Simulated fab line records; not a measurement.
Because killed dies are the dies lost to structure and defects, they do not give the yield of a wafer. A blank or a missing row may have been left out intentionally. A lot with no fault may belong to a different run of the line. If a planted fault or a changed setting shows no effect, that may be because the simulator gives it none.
Split-lot study / flow n5Finfet / route with 1938 steps; 7 lots, 39 wafers read

== SPLIT DETAILS ==
At N5_SD_EPI_N_EPI_21 (deposits Si:P, time 690 s), the setting timeS was moved away from the recipe's 690 s on 6 of the 39 wafers read, by -15.6% to +17.6%. The other wafers ran this setting at the recipe's value.

== FROM THE SPLIT TO THE READING: what the file shows between them, 5 steps ==
- N5_SD_EPI_N_EPI_MEAS_23
- N5_SD_EPI_N_PRECLEAN_24: cleans in O3/DIW, time 60 s
- N5_SD_EPI_N_SRD_25: time 30 s
- N5_SD_ACTIVATION_RTA_00: time 0 s
- N5_SD_ACTIVATION_LSA_01: time 0.0008 s

== THE READING ==
At N5_SD_ACTIVATION_RS_MEAS_03, a four-point-probe measurement gives RS_SD_N in ohm/sq. Fault-free wafers of this fab line usually give 21.9 ohm/sq, standard deviation 0.34 ohm/sq.

wafer=L076.1; tool, chamber at the split=epiRpcvd-04, 0; timeS as run, s=690; against the recipe=recipe; RS_SD_N, ohm/sq=21.9; against lot-mates on the recipe=-
wafer=L076.2; tool, chamber at the split=epiRpcvd-04, 0; timeS as run, s=690; against the recipe=recipe; RS_SD_N, ohm/sq=22.0; against lot-mates on the recipe=-
wafer=L076.3; tool, chamber at the split=epiRpcvd-04, 0; timeS as run, s=690; against the recipe=recipe; RS_SD_N, ohm/sq=22.2; against lot-mates on the recipe=-
wafer=L076.4; tool, chamber at the split=epiRpcvd-04, 0; timeS as run, s=690; against the recipe=recipe; RS_SD_N, ohm/sq=22.1; against lot-mates on the recipe=-
wafer=L076.5; tool, chamber at the split=epiRpcvd-04, 0; timeS as run, s=690; against the recipe=recipe; RS_SD_N, ohm/sq=22.0; against lot-mates on the recipe=-
wafer=L076.6; tool, chamber at the split=epiRpcvd-04, 0; timeS as run, s=690; against the recipe=recipe; RS_SD_N, ohm/sq=22.0; against lot-mates on the recipe=-
wafer=L079.1; tool, chamber at the split=epiRpcvd-04, 0; timeS as run, s=811.6; against the recipe=+17.6%; RS_SD_N, ohm/sq=19.5; against lot-mates on the recipe=-2.2
wafer=L079.2; tool, chamber at the split=epiRpcvd-04, 0; timeS as run, s=811.6; against the recipe=+17.6%; RS_SD_N, ohm/sq=19.2; against lot-mates on the recipe=-2.5
wafer=L079.3; tool, chamber at the split=epiRpcvd-04, 0; timeS as run, s=690; against the recipe=recipe; RS_SD_N, ohm/sq=21.4; against lot-mates on the recipe=-
wafer=L079.4; tool, chamber at the split=epiRpcvd-04, 0; timeS as run, s=690; against the recipe=recipe; RS_SD_N, ohm/sq=22.1; against lot-mates on the recipe=-
wafer=L079.5; tool, chamber at the split=epiRpcvd-04, 0; timeS as run, s=811.6; against the recipe=+17.6%; RS_SD_N, ohm/sq=19.2; against lot-mates on the recipe=-2.5
wafer=L079.6; tool, chamber at the split=epiRpcvd-04, 0; timeS as run, s=690; against the recipe=recipe; RS_SD_N, ohm/sq=21.7; against lot-mates on the recipe=-
wafer=L080.1; tool, chamber at the split=epiRpcvd-02, 0; timeS as run, s=690; against the recipe=recipe; RS_SD_N, ohm/sq=21.7; against lot-mates on the recipe=-
wafer=L080.2; tool, chamber at the split=epiRpcvd-02, 0; timeS as run, s=582.1; against the recipe=-15.6%; RS_SD_N, ohm/sq=24.9; against lot-mates on the recipe=+2.8
wafer=L080.3; tool, chamber at the split=epiRpcvd-02, 0; timeS as run, s=582.1; against the recipe=-15.6%; RS_SD_N, ohm/sq=25.1; against lot-mates on the recipe=+3.0
wafer=L080.4; tool, chamber at the split=epiRpcvd-02, 0; timeS as run, s=690; against the recipe=recipe; RS_SD_N, ohm/sq=22.4; against lot-mates on the recipe=-
wafer=L080.5; tool, chamber at the split=epiRpcvd-02, 0; timeS as run, s=582.1; against the recipe=-15.6%; RS_SD_N, ohm/sq=24.6; against lot-mates on the recipe=+2.5
wafer=L080.6; tool, chamber at the split=epiRpcvd-02, 0; timeS as run, s=690; against the recipe=recipe; RS_SD_N, ohm/sq=22.1; against lot-mates on the recipe=-
wafer=L082.1; tool, chamber at the split=epiRpcvd-01, 0; timeS as run, s=690; against the recipe=recipe; RS_SD_N, ohm/sq=22.2; against lot-mates on the recipe=-
wafer=L082.3; tool, chamber at the split=epiRpcvd-01, 0; timeS as run, s=690; against the recipe=recipe; RS_SD_N, ohm/sq=21.9; against lot-mates on the recipe=-
wafer=L082.5; tool, chamber at the split=epiRpcvd-01, 0; timeS as run, s=690; against the recipe=recipe; RS_SD_N, ohm/sq=21.8; against lot-mates on the recipe=-
wafer=L086.1; tool, chamber at the split=epiRpcvd-04, 0; timeS as run, s=690; against the recipe=recipe; RS_SD_N, ohm/sq=21.8; against lot-mates on the recipe=-
wafer=L086.2; tool, chamber at the split=epiRpcvd-04, 0; timeS as run, s=690; against the recipe=recipe; RS_SD_N, ohm/sq=21.6; against lot-mates on the recipe=-
wafer=L086.3; tool, chamber at the split=epiRpcvd-04, 0; timeS as run, s=690; against the recipe=recipe; RS_SD_N, ohm/sq=22.0; against lot-mates on the recipe=-
wafer=L086.4; tool, chamber at the split=epiRpcvd-04, 0; timeS as run, s=690; against the recipe=recipe; RS_SD_N, ohm/sq=21.9; against lot-mates on the recipe=-
wafer=L086.5; tool, chamber at the split=epiRpcvd-04, 0; timeS as run, s=690; against the recipe=recipe; RS_SD_N, ohm/sq=22.1; against lot-mates on the recipe=-
wafer=L086.6; tool, chamber at the split=epiRpcvd-04, 0; timeS as run, s=690; against the recipe=recipe; RS_SD_N, ohm/sq=21.8; against lot-mates on the recipe=-
wafer=L093.1; tool, chamber at the split=epiRpcvd-04, 0; timeS as run, s=690; against the recipe=recipe; RS_SD_N, ohm/sq=21.7; against lot-mates on the recipe=-
wafer=L093.2; tool, chamber at the split=epiRpcvd-04, 0; timeS as run, s=690; against the recipe=recipe; RS_SD_N, ohm/sq=21.7; against lot-mates on the recipe=-
wafer=L093.3; tool, chamber at the split=epiRpcvd-04, 0; timeS as run, s=690; against the recipe=recipe; RS_SD_N, ohm/sq=21.9; against lot-mates on the recipe=-
wafer=L093.4; tool, chamber at the split=epiRpcvd-04, 0; timeS as run, s=690; against the recipe=recipe; RS_SD_N, ohm/sq=21.9; against lot-mates on the recipe=-
wafer=L093.5; tool, chamber at the split=epiRpcvd-04, 0; timeS as run, s=690; against the recipe=recipe; RS_SD_N, ohm/sq=21.9; against lot-mates on the recipe=-
wafer=L093.6; tool, chamber at the split=epiRpcvd-04, 0; timeS as run, s=690; against the recipe=recipe; RS_SD_N, ohm/sq=21.9; against lot-mates on the recipe=-
wafer=L095.1; tool, chamber at the split=epiRpcvd-04, 0; timeS as run, s=690; against the recipe=recipe; RS_SD_N, ohm/sq=22.2; against lot-mates on the recipe=-
wafer=L095.2; tool, chamber at the split=epiRpcvd-04, 0; timeS as run, s=690; against the recipe=recipe; RS_SD_N, ohm/sq=22.9; against lot-mates on the recipe=-
wafer=L095.3; tool, chamber at the split=epiRpcvd-04, 0; timeS as run, s=690; against the recipe=recipe; RS_SD_N, ohm/sq=22.3; against lot-mates on the recipe=-
wafer=L095.4; tool, chamber at the split=epiRpcvd-04, 0; timeS as run, s=690; against the recipe=recipe; RS_SD_N, ohm/sq=22.5; against lot-mates on the recipe=-
wafer=L095.5; tool, chamber at the split=epiRpcvd-04, 0; timeS as run, s=690; against the recipe=recipe; RS_SD_N, ohm/sq=21.9; against lot-mates on the recipe=-
wafer=L095.6; tool, chamber at the split=epiRpcvd-04, 0; timeS as run, s=690; against the recipe=recipe; RS_SD_N, ohm/sq=22.3; against lot-mates on the recipe=-

THE FIT
A straight line over all 39 wafers: RS_SD_N changes by -0.167 ohm/sq for each +1% of timeS; r = -0.97; the points scatter about the line by 0.29 ohm/sq.
The same after taking each lot's own level away (the mean of its wafers on the recipe; 39 wafers): -0.156 ohm/sq for each +1%; r = -0.97; scatter 0.24 ohm/sq.
That fit puts the effect of the largest move of timeS on the reading at 2.8 ohm/sq.
The lots' own levels span 21.73 to 22.35 ohm/sq, that is 1.8 times the standard deviation above.
Hence the lot-to-lot level has little effect on the slope; both slopes agree.
Check: with one of the wafers moved furthest among these (+17.6%) left out of the fit, the line predicts -2.83 ohm/sq for it against its lot-mates. Against them it came out at -2.23 ohm/sq.

== THE WHOLE CHAIN: every reading that the file lists as answering this split, in the file's order ==
step=N5_SD_EPI_N_EPI_21; what it does=deposits Si:P, time 690 s; reading=Si-P_of_SD_EPI_N_EPI_21.thkNm (the simulator's own value, which no gauge read); change (the file's fit)=+0.412 nm for each +1% of the setting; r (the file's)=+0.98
step=N5_SD_EPI_N_EPI_MEAS_23; what it does=; reading=thkNm; change (the file's fit)=withheld for each +1% of the setting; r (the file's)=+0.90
step=N5_SD_ACTIVATION_RS_MEAS_03; what it does=measures by four-point-probe; reading=RS_SD_N; change (the file's fit)=-0.156 for each +1% of the setting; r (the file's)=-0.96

== THE FILE'S OWN FIT ==
RS_SD_N changes by -0.156 ohm/sq for each +1% of timeS, r = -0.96.
